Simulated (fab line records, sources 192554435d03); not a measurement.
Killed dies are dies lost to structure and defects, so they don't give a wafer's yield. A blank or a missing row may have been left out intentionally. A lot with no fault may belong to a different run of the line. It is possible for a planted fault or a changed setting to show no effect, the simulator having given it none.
fab line records	flow n5-finfet
[record] lots = 7	wafers = 39
route steps=1938 shown BEOL_M8@1377 BEOL_M13@1706 BEOL_M15@1827 PASSIVATION@1916
start-h: the number of hours between the record's first day and the start of the first shown wafer of the lot	wait-h: hours since the lot's step before	" as in the row above	L1.1+2: a row that stands for several wafers	- either no value or no given start	* or withheld: withheld	< > ~ a bound
route shown NAME@n: a module of which the file shows steps, and the number in the route of the first	usual: average and standard deviation across the fault-free wafers	same: alike in all rows	chamber/n: place in a boat	sites: per-site readings	_std_site: the values' standard deviation	_edge_site: outer sites' mean less inner sites'	radius-mm: for every site, how far away it sits from the centre of the wafer	mask NAME#n: copy n	behind: the most recent tool/chamber to have shaped the wafer	hold: why the lot was held/for how many hours/how that ended	device: whichever transistor did not switch (one of n, p or np)	end of line: the same wafers' tests at the end of the route	step lacking rows: just its recipe	killed: not the wafer's yield, but the dies lost to structure and defects at the first sort	map: the dies of a wafer, with x for killed, . for not killed, _ for no die there
set.NAME: the setting the step ran with; set.NAME@STEP: the setting that earlier step ran with	model.NAME: the simulator's own value behind a step, which no gauge read
lots run with intentionally changed settings; tables by step, rows by wafer
[[steps]]
[step N5_BEOL_M8_TRENCH_ETCH_37]
[recipe] chemistry = C4F6/O2	target-depth-a = 934.78	target = SiCOH_lowk	time-s = 31.2	ion-energy-ev = 250	pressure-mtorr = 30	source-w = 345	bias-w = 185	Ar_flow_sccm = 300	C4F6_flow_sccm = 10	O2_flow_sccm = 10
lot.wafer	tool	chamber	start-h	wait-h	set.time-s	model.BEOL_M8.feature-depth-nm	model.etch.depth-nm	model.TiN_of_BEOL_M8_HM_DEP_02.thk-nm
L074.1	rie-diel-06	0	-	-	31.2	93.6	93.55	17.8
L074.2	"	2	"	"	25.56	75.8	75.79	18
L074.3	"	1	"	"	31.2	92.8	92.77	18
L074.4	"	3	"	"	25.56	78.2	78.16	18
L074.5	"	2	"	"	25.56	75.6	75.58	18
L074.6	"	1	"	"	31.2	92	92.06	17.8
L076.1	rie-diel-05	3	-	-	31.2	92.6	92.64	17.4
L076.2	"	1	"	"	31.2	93.6	93.65	17.4
L076.5	"	1	"	"	31.2	94.4	94.34	17.4
L077.1	rie-diel-06	3	-	-	21.98	68	68.08	17.8
L077.2	"	2	"	"	21.98	65.6	65.57	18
L077.3	"	0	"	"	31.2	94.6	94.6	17
L077.4	"	1	"	"	31.2	93	92.93	17
L077.5	"	1	"	"	21.98	64.8	64.87	18.2
L077.6	"	2	"	"	31.2	92.2	92.2	17
L081.1	rie-diel-03	2	-	-	31.2	95	94.95	17.2
L081.2	"	0	"	"	31.2	90.2	90.17	17.4
L081.3	"	1	"	"	31.2	95.4	95.34	17
L081.4	"	2	"	"	31.2	94	94.06	17
L081.5	"	1	"	"	31.2	94.8	94.88	17.2
L081.6	"	0	"	"	31.2	90.6	90.57	17.4
L083.1	rie-diel-06	3	-	-	31.2	95.8	95.82	17.6
L083.2	"	0	"	"	31.2	93.8	93.85	17.6
L083.3	"	2	"	"	31.2	92.6	92.51	17.6
L083.4	"	1	"	"	31.2	92.6	92.66	17.4
L083.5	"	3	"	"	31.2	96	95.95	17.6
L083.6	"	0	"	"	31.2	94.6	94.65	17.6
L091.1	rie-diel-05	0	-	-	31.2	95.2	95.29	17.6
L091.2	"	2	"	"	31.2	91.8	91.89	17.4
L091.3	"	1	"	"	31.2	93	93.07	17.4
L091.4	"	0	"	"	48.64	148.8	148.8	16.2
L091.5	"	2	"	"	48.64	142	142	16.2
L091.6	"	1	"	"	48.64	145.6	145.7	16.4
L097.1	rie-diel-05	1	-	-	31.2	91.6	91.55	17.6
L097.2	"	0	"	"	31.2	93.4	93.33	17.2
L097.3	"	3	"	"	31.2	94	93.98	17.2
L097.4	"	2	"	"	31.2	96	95.97	17.4
L097.5	"	1	"	"	31.2	92.8	92.72	17.2
L097.6	"	2	"	"	31.2	96	96	17.4
[step N5_BEOL_M8_ETCH_41]
[recipe] chemistry = CH3F/O2	target = SiCN	target-depth-a = 319	taper-deg = 2	time-s = 57.8	ion-energy-ev = 120	mask-material = TiN	pressure-mtorr = 30	source-w = 395	bias-w = 75	Ar_flow_sccm = 150	CH3F_flow_sccm = 30	O2_flow_sccm = 20
[step N5_BEOL_M8_STRIP_80]
[recipe] chemistry = N2/H2	time-s = 10	power-w = 450	temp-c = 40	pressure-mtorr = 20	rf-frequency-hz = 6e+07	bias-power-w = 7	n2-flow-sccm = 200	h2-flow-sccm = 200
[step N5_BEOL_M8_OCD_MEAS_38]
[usual] trench-depth-nm = 93.4/1.7
lot.wafer	tool	chamber	start-h	wait-h	set.time-s@BEOL_M8_TRENCH_ETCH_37	trench-depth-nm
L074.1	ocd-02	-	251.77	-	31.2	93.5
L074.2	"	-	"	"	25.56	75.9
L074.3	"	-	"	"	31.2	93.4
L074.4	"	-	"	"	25.56	78.1
L074.5	"	-	"	"	25.56	75.5
L074.6	"	-	"	"	31.2	92.2
L076.1	ocd-02	-	255.28	-	31.2	92.2
L076.2	"	-	"	"	31.2	94.2
L076.5	"	-	"	"	31.2	94.4
L077.1	ocd-02	-	270.41	-	21.98	68.7
L077.2	"	-	"	"	21.98	65.8
L077.3	"	-	"	"	31.2	94.5
L077.4	"	-	"	"	31.2	92.8
L077.5	"	-	"	"	21.98	65.0
L077.6	"	-	"	"	31.2	92.3
L081.1	ocd-01	-	287.59	-	31.2	94.9
L081.2	"	-	"	"	31.2	90.4
L081.3	"	-	"	"	31.2	95.9
L081.4	"	-	"	"	31.2	93.6
L081.5	"	-	"	"	31.2	95.3
L081.6	"	-	"	"	31.2	90.6
L083.1	ocd-01	-	293.21	-	31.2	95.5
L083.2	"	-	"	"	31.2	94.5
L083.3	"	-	"	"	31.2	92.3
L083.4	"	-	"	"	31.2	92.9
L083.5	"	-	"	"	31.2	95.8
L083.6	"	-	"	"	31.2	94.2
L091.1	ocd-02	-	332.72	-	31.2	95.1
L091.2	"	-	"	"	31.2	92.0
L091.3	"	-	"	"	31.2	93.1
L091.4	"	-	"	"	48.64	149.0
L091.5	"	-	"	"	48.64	142.4
L091.6	"	-	"	"	48.64	145.8
L097.1	ocd-01	-	400.44	-	31.2	91.3
L097.2	"	-	"	"	31.2	93.4
L097.3	"	-	"	"	31.2	94.4
L097.4	"	-	"	"	31.2	95.9
L097.5	"	-	"	"	31.2	92.4
L097.6	"	-	"	"	31.2	96.4
[step N5_BEOL_M8_HM_STRIP_39]
[recipe] chemistry = peroxide-tin-strip	material = TiN	target-depth-a = 250	temp-c = 50	time-s = 158
[step N5_BEOL_M8_SRD_40]
[recipe] time-s = 30	temp-c = 23	rinse-liquid = diw	dry = ipa-marangoni
[step N5_BEOL_M8_ECD_50]
[recipe] material = Cu	target-thk-a = 3000
[step N5_BEOL_M8_ANNEAL_51]
[recipe] temp-c = 225	time-s = 90	ambient = N2
[step N5_BEOL_M8_CMP_52]
[recipe] stop-on = SiCOH_lowk	t-overpolish-s = 6.9	down-force-psi = 1	platen-rpm = 50	clearing-platen-down-force-psi = 1.5	clearing-platen-rpm = 50	post-cmp-clean = cu-alkaline	target-thk-nm = 80	clearing-platen-pad-velocity-m-s = 0.99484	pad-velocity-m-s = 0.99484
lot.wafer	tool	chamber	start-h	wait-h	set.time-s@BEOL_M8_TRENCH_ETCH_37	model.Cu_of_BEOL_M8_ECD_50.thk-nm
L074.1+3	cmp-02	3,0	255.10	0.3	31.2	79.8
L074.2	"	1	"	"	25.56	61.4
L074.4	"	2	"	"	25.56	65.6
L074.5	"	3	"	"	25.56	62.2
L074.6	"	0	"	"	31.2	79.4
L076.1	cmp-04	1	258.92	0.3	31.2	78.8
L076.2	"	2	"	"	31.2	79.8
L076.5	"	2	"	"	31.2	81.6
L077.3	cmp-01	3	273.02	0.2	31.2	80.4
L077.1	"	0	"	"	21.98	53.8
L077.4	"	1	"	"	31.2	78.6
L077.2	"	2	"	"	21.98	51
L077.5	"	3	"	"	21.98	50.4
L077.6	"	0	"	"	31.2	78.8
L081.1	cmp-01	1	289.49	0.3	31.2	80.6
L081.2	"	2	"	"	31.2	76.2
L081.3	"	3	"	"	31.2	82.4
L081.4	"	0	"	"	31.2	80
L081.5	"	1	"	"	31.2	81.4
L081.6	"	2	"	"	31.2	76.4
L083.3	cmp-01	2	297.52	0.2	31.2	78.6
L083.1	"	3	"	"	31.2	82
L083.2	"	0	"	"	31.2	80.4
L083.4	"	1	"	"	31.2	79.4
L083.6	"	2	"	"	31.2	80.6
L083.5	"	3	"	"	31.2	82.8
L091.4	cmp-04	2	336.40	0.1	48.64	137.6
L091.2	"	3	"	"	31.2	79
L091.3	"	0	"	"	31.2	81.2
L091.1	"	1	"	"	31.2	82.4
L091.6	"	2	"	"	48.64	134.2
L091.5	"	3	"	"	48.64	130
L097.4	cmp-01	2	404.14	0.1	31.2	81.2
L097.3+5	"	3	"	"	31.2	79
L097.1	"	0	"	"	31.2	76.8
L097.2	"	1	"	"	31.2	78.8
L097.6	"	2	"	"	31.2	80.6
[step N5_BEOL_M8_THK_MEAS_53]
[recipe] thk-meas-gauge = xrf	reads = Cu_of_BEOL_M8_ECD_50
[usual] M8_THK = 78.1/1.8
lot.wafer	tool	chamber	start-h	wait-h	set.time-s@BEOL_M8_TRENCH_ETCH_37	M8_THK[nm]
L074.1	film-metro-01	-	255.39	-	31.2	76.9
L074.2	"	-	"	"	25.56	59.3
L074.3	"	-	"	"	31.2	76.9
L074.4	"	-	"	"	25.56	63.0
L074.5	"	-	"	"	25.56	59.9
L074.6	"	-	"	"	31.2	76.5
L076.1	film-metro-01	-	259.21	-	31.2	76.6
L076.2	"	-	"	"	31.2	77.5
L076.5	"	-	"	"	31.2	79.2
L077.1	film-metro-02	-	273.32	-	21.98	52.3
L077.2	"	-	"	"	21.98	49.7
L077.3	"	-	"	"	31.2	78.4
L077.4	"	-	"	"	31.2	76.8
L077.5	"	-	"	"	21.98	49.0
L077.6	"	-	"	"	31.2	76.8
L081.1	film-metro-02	-	289.78	-	31.2	78.7
L081.2	"	-	"	"	31.2	74.4
L081.3	"	-	"	"	31.2	80.5
L081.4	"	-	"	"	31.2	78.7
L081.5	"	-	"	"	31.2	80.1
L081.6	"	-	"	"	31.2	74.8
L083.1	film-metro-01	-	297.81	-	31.2	79.7
L083.2	"	-	"	"	31.2	78.4
L083.3	"	-	"	"	31.2	76.4
L083.4	"	-	"	"	31.2	77.0
L083.5	"	-	"	"	31.2	80.6
L083.6	"	-	"	"	31.2	78.1
L091.1	film-metro-02	-	336.69	-	31.2	79.9
L091.2	"	-	"	"	31.2	76.6
L091.3	"	-	"	"	31.2	78.9
L091.4	"	-	"	"	48.64	133.9
L091.5	"	-	"	"	48.64	125.5
L091.6	"	-	"	"	48.64	130.2
L097.1	film-metro-02	-	404.44	-	31.2	76.1
L097.2	"	-	"	"	31.2	77.6
L097.3	"	-	"	"	31.2	77.9
L097.4	"	-	"	"	31.2	79.6
L097.5	"	-	"	"	31.2	77.7
L097.6	"	-	"	"	31.2	79.5
[step N5_BEOL_M8_PRE_CLEAN_55]
[recipe] gas = NH3	time-s = 15	temp-c = withheld	rf-power-w = 300
[step N5_BEOL_M8_DEP_56]
[recipe] material = SiCN	target-thk-a = 100	temp-c = withheld	precursor = 3MS/NH3	pressure-torr = 3	rf-w = 202	time-s = 17.5
[step N5_BEOL_M8_RS_MEAS_57]
[recipe] thk-meas-gauge = four-point-probe	reads = Cu_of_BEOL_M8_ECD_50+Co_of_BEOL_M8_CVD_78+TaN_of_BEOL_M8_ALD_77
[usual] M8_RS = 0.285/0.0076
lot.wafer	tool	chamber	start-h	wait-h	set.time-s@BEOL_M8_TRENCH_ETCH_37	M8_RS[ohm/sq]
L074.1	film-metro-01	-	255.52	0.1	31.2	0.287
L074.2	"	-	"	"	25.56	0.393
L074.3	"	-	"	"	31.2	0.286
L074.4	"	-	"	"	25.56	0.362
L074.5	"	-	"	"	25.56	0.387
L074.6	"	-	"	"	31.2	0.288
L076.1	film-metro-01	-	259.34	0.1	31.2	0.291
L076.2	"	-	"	"	31.2	0.286
L076.5	"	-	"	"	31.2	0.280
L077.1	film-metro-02	-	273.45	0.1	21.98	0.461
L077.2	"	-	"	"	21.98	0.495
L077.3	"	-	"	"	31.2	0.284
L077.4	"	-	"	"	31.2	0.291
L077.5	"	-	"	"	21.98	0.503
L077.6	"	-	"	"	31.2	0.292
L081.1	film-metro-02	-	289.92	0.1	31.2	0.284
L081.2	"	-	"	"	31.2	0.304
L081.3	"	-	"	"	31.2	0.277
L081.4	"	-	"	"	31.2	0.286
L081.5	"	-	"	"	31.2	0.281
L081.6	"	-	"	"	31.2	0.302
L083.1	film-metro-01	-	297.98	0.1	31.2	0.278
L083.2	"	-	"	"	31.2	0.284
L083.3	"	-	"	"	31.2	0.291
L083.4	"	-	"	"	31.2	0.288
L083.5	"	-	"	"	31.2	0.275
L083.6	"	-	"	"	31.2	0.284
L091.1	film-metro-02	-	336.83	0.1	31.2	0.276
L091.2	"	-	"	"	31.2	0.291
L091.3	"	-	"	"	31.2	0.281
L091.4	"	-	"	"	48.64	0.154
L091.5	"	-	"	"	48.64	0.165
L091.6	"	-	"	"	48.64	0.159
L097.1	film-metro-02	-	404.57	0.1	31.2	0.300
L097.2	"	-	"	"	31.2	0.291
L097.3	"	-	"	"	31.2	0.290
L097.4	"	-	"	"	31.2	0.282
L097.5	"	-	"	"	31.2	0.290
L097.6	"	-	"	"	31.2	0.283
[step N5_BEOL_M13_SPUTTER_44]
[recipe] material = Ta	target-thk-a = 100	temp-c = 50	bias-v = 80	power-w = 15000	chamber-pressure-pa = 0.07	time-s = 16.13
lot.wafer	tool	chamber	start-h	wait-h	set.time-s	model.Ta_of_BEOL_M13_SPUTTER_44.thk-nm
L074.1+2+5	pvd-sputter-03	-	289.78	0.0	16.13	9.8
L074.3+4	"	-	"	"	10.16	6.2
L074.6	"	-	"	"	10.16	6
L076.1+2+5	pvd-sputter-03	-	294.62	0.0	16.13	10.2
L077.1+4+5	pvd-sputter-01	-	308.46	0.0	25.53	15.8
L077.2+3+6	"	-	"	"	16.13	10
L081.1+6	pvd-sputter-01	-	323.34	0.0	16.13	9.8
L081.2+3+5	"	-	"	"	25.63	15.6
L081.4	"	-	"	"	16.13	10
L083.1+4+5	pvd-sputter-01	-	329.87	0.0	9.857	6
L083.2+3	"	-	"	"	16.13	9.8
L083.6	"	-	"	"	16.13	10
L091.1+2+3+6	pvd-sputter-02	-	383.40	0.0	16.13	10
L091.4+5	"	-	"	"	16.13	10.2
L097.1+5	pvd-sputter-02	-	443.22	0.0	16.13	10.2
L097.2	"	-	"	"	16.13	10
L097.3+4+6	"	-	"	"	7.595	4.8
[step N5_BEOL_M13_SPUTTER_45]
[recipe] material = Cu	target-thk-a = 800	temp-c = -20	bias-v = 60	power-w = 26000	chamber-pressure-pa = 0.13	time-s = 13.33
[step N5_BEOL_M13_ECD_47]
[recipe] material = Cu	target-thk-a = 9360
[step N5_BEOL_M13_ANNEAL_48]
[recipe] temp-c = 225	time-s = 90	ambient = N2
[step N5_BEOL_M13_CMP_49]
[recipe] stop-on = SiOC	t-overpolish-s = 17.1	down-force-psi = 1	platen-rpm = 50	clearing-platen-down-force-psi = 1.5	clearing-platen-rpm = 50	post-cmp-clean = cu-alkaline	target-thk-nm = 420	clearing-platen-pad-velocity-m-s = 0.99484	pad-velocity-m-s = 0.99484
[usual] barrier-field-endpoint-s = 30.2/0.68
lot.wafer	tool	chamber	start-h	wait-h	set.time-s@BEOL_M13_SPUTTER_44	barrier-field-endpoint-s
L074.4	cmp-04	1	290.72	0.1	10.16	25.8
L074.1	"	2	"	"	16.13	30.1
L074.2	"	3	"	"	16.13	30.4
L074.3	"	0	"	"	10.16	26.1
L074.6	"	1	"	"	10.16	25.5
L074.5	"	2	"	"	16.13	30.3
L076.2	cmp-03	0	295.27	0.2	16.13	30.8
L076.1	"	1	"	"	16.13	31.1
L076.5	"	0	"	"	16.13	30.0
L077.1	cmp-02	1	310.73	0.5	25.53	37.3
L077.3	"	2	"	"	16.13	30.5
L077.2	"	3	"	"	16.13	30.8
L077.4	"	0	"	"	25.53	38.9
L077.5	"	1	"	"	25.53	38.2
L077.6	"	2	"	"	16.13	30.7
L081.2	cmp-03	2	324.26	0.2	25.63	36.6
L081.4	"	3	"	"	16.13	29.1
L081.1	"	0	"	"	16.13	30.5
L081.3	"	1	"	"	25.63	37.3
L081.6	"	2	"	"	16.13	29.3
L081.5	"	3	"	"	25.63	36.1
L083.1	cmp-02	1	331.04	0.3	9.857	24.8
L083.3	"	2	"	"	16.13	29.9
L083.4	"	3	"	"	9.857	25.4
L083.2	"	0	"	"	16.13	29.7
L083.6	"	1	"	"	16.13	30.3
L083.5	"	2	"	"	9.857	25.6
L091.1	cmp-02	3	384.47	0.5	16.13	29.8
L091.4	"	0	"	"	16.13	30.1
L091.2	"	1	"	"	16.13	30.0
L091.3	"	2	"	"	16.13	29.6
L091.5	"	3	"	"	16.13	30.1
L091.6	"	0	"	"	16.13	29.8
L097.3	cmp-02	1	443.88	0.2	7.595	23.5
L097.2	"	2	"	"	16.13	31.4
L097.1	"	3	"	"	16.13	31.3
L097.4	"	0	"	"	7.595	23.8
L097.5	"	1	"	"	16.13	30.7
L097.6	"	2	"	"	7.595	24.0
[step N5_BEOL_M15_DEP_53]
[recipe] material = SiCN	target-thk-a = 500	temp-c = withheld	precursor = 3MS/NH3	pressure-torr = 3	rf-w = 675	time-s = 17.8
lot.wafer	tool	chamber	start-h	wait-h	set.time-s	model.SiCN_of_BEOL_M15_DEP_53.thk-nm
L074.1+3	pecvd-04	1,0	308.93	0.0	17.8	50
L074.2	"	2	"	"	17.8	50.2
L074.4	"	2	"	"	17.8	50.8
L074.5+6	"	1,0	"	"	17.8	50.4
L076.1	pecvd-02	1	309.47	0.0	17.8	49.2
L076.2	"	0	"	"	17.8	50.2
L076.5	"	2	"	"	17.8	50.8
L077.1	pecvd-02	0	323.86	0.0	11.22	31.8
L077.2	"	1	"	"	17.8	50.2
L077.3	"	1	"	"	17.8	50.6
L077.4	"	0	"	"	17.8	50.4
L077.5	"	0	"	"	11.22	32.2
L077.6	"	1	"	"	11.22	32.8
L081.1+5	pecvd-02	2,1	338.15	0.0	17.8	50.4
L081.2	"	0	"	"	17.8	50
L081.3	"	1	"	"	17.8	50.2
L081.4	"	2	"	"	17.8	50.6
L081.6	"	0	"	"	17.8	51.2
L083.1+6	pecvd-02	1,0	345.89	0.0	9.175	26.6
L083.2+4	"	0,1	"	"	17.8	50
L083.3	"	2	"	"	9.175	26
L083.5	"	2	"	"	17.8	50.8
L091.1	pecvd-04	1	395.66	0.0	17.8	49.6
L091.2	"	0	"	"	25.79	71.2
L091.3	"	2	"	"	17.8	50
L091.4	"	1	"	"	17.8	50.4
L091.5	"	0	"	"	25.79	72.2
L091.6	"	2	"	"	25.79	72.4
L097.1+3	pecvd-03	2,1	460.88	0.0	17.8	49.4
L097.2	"	0	"	"	17.8	49
L097.4+5+6	"	2,1,0	"	"	17.8	50.6
[step N5_PASSIVATION_PECVD_35]
[recipe] material = SiNx	target-thk-a = 7000	temp-c = 400	precursor = SiH4/NH3/N2	pressure-torr = 4.9	rf-w = 1406	time-s = 151.3
lot.wafer	tool	chamber	start-h	wait-h	set.time-s	model.SiNx_of_PASSIVATION_PECVD_35.thk-nm
L074.1	pecvd-04	0	321.23	0.1	151.3	708
L074.2	"	2	"	"	61.34	282.2
L074.3	"	1	"	"	151.3	696.8
L074.4	"	0	"	"	61.34	279.4
L074.5	"	1	"	"	151.3	703.6
L074.6	"	2	"	"	61.34	283.4
L076.1	pecvd-02	0	321.61	0.1	151.3	709
L076.2	"	1	"	"	151.3	706.6
L076.5	"	1	"	"	151.3	707.2
L077.1	pecvd-02	0	337.50	0.1	151.3	697.8
L077.2	"	1	"	"	151.3	693
L077.3	"	2	"	"	151.3	698.4
L077.4	"	0	"	"	151.3	713.4
L077.5	"	2	"	"	151.3	707
L077.6	"	1	"	"	151.3	707.2
L081.1	pecvd-03	1	349.38	0.1	151.3	701.4
L081.2	"	2	"	"	99.57	458.6
L081.3	"	0	"	"	151.3	693.6
L081.4	"	2	"	"	99.57	466.4
L081.5	"	0	"	"	151.3	710.8
L081.6	"	1	"	"	99.57	460.4
L083.1	pecvd-02	1	359.26	0.1	92.26	419.6
L083.2	"	0	"	"	92.26	422.2
L083.3	"	2	"	"	151.3	689.2
L083.4	"	2	"	"	92.26	425.2
L083.5	"	1	"	"	151.3	705.8
L083.6	"	0	"	"	151.3	704
L091.1	pecvd-04	1	405.08	0.1	151.3	691.4
L091.2	"	0	"	"	151.3	694.2
L091.3	"	2	"	"	151.3	688.4
L091.4	"	0	"	"	151.3	698.8
L091.5	"	1	"	"	151.3	702.4
L091.6	"	2	"	"	151.3	702.8
L097.1	pecvd-04	2	472.96	0.1	94.66	432
L097.2	"	1	"	"	94.66	435.8
L097.3	"	2	"	"	151.3	707
L097.4	"	1	"	"	151.3	702.8
L097.5	"	1	"	"	151.3	695
L097.6	"	2	"	"	94.66	437.2
[[key]]
[split] step = N5_BEOL_M8_TRENCH_ETCH_37	setting = time-s	stated = 31.2	by = wafer
[response] step = N5_BEOL_M8_TRENCH_ETCH_37	reading = model.BEOL_M8.feature-depth-nm	change = +0.927	per = 1%	r = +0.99
[response] step = N5_BEOL_M8_TRENCH_ETCH_37	reading = model.etch.depth-nm	change = +0.926	per = 1%	r = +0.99
[response] step = N5_BEOL_M8_TRENCH_ETCH_37	reading = model.TiN_of_BEOL_M8_HM_DEP_02.thk-nm	change = -0.0229	per = 1%	r = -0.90
[response] step = N5_BEOL_M8_OCD_MEAS_38	reading = trench-depth-nm	change = +0.928	per = 1%	r = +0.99
[response] step = N5_BEOL_M8_CMP_52	reading = model.Cu_of_BEOL_M8_ECD_50.thk-nm	change = +0.943	per = 1%	r = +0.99
[response] step = N5_BEOL_M8_THK_MEAS_53	reading = M8_THK	change = +0.916	per = 1%	r = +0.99
[response] step = N5_BEOL_M8_RS_MEAS_57	reading = M8_RS	shape = bent	at-lowest = 0.486	at-stated = 0.287	at-highest = 0.159
[split] step = N5_BEOL_M13_SPUTTER_44	setting = time-s	stated = 16.13	by = wafer
[response] step = N5_BEOL_M13_SPUTTER_44	reading = model.Ta_of_BEOL_M13_SPUTTER_44.thk-nm	change = +0.0991	per = 1%	r = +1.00
[response] step = N5_BEOL_M13_CMP_49	reading = barrier-field-endpoint-s	change = +0.127	per = 1%	r = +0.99
[split] step = N5_BEOL_M15_DEP_53	setting = time-s	stated = 17.8	by = wafer
[response] step = N5_BEOL_M15_DEP_53	reading = model.SiCN_of_BEOL_M15_DEP_53.thk-nm	change = +0.491	per = 1%	r = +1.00
[split] step = N5_PASSIVATION_PECVD_35	setting = time-s	stated = 151.3	by = wafer
[response] step = N5_PASSIVATION_PECVD_35	reading = model.SiNx_of_PASSIVATION_PECVD_35.thk-nm	change = +7.09	per = 1%	r = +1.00
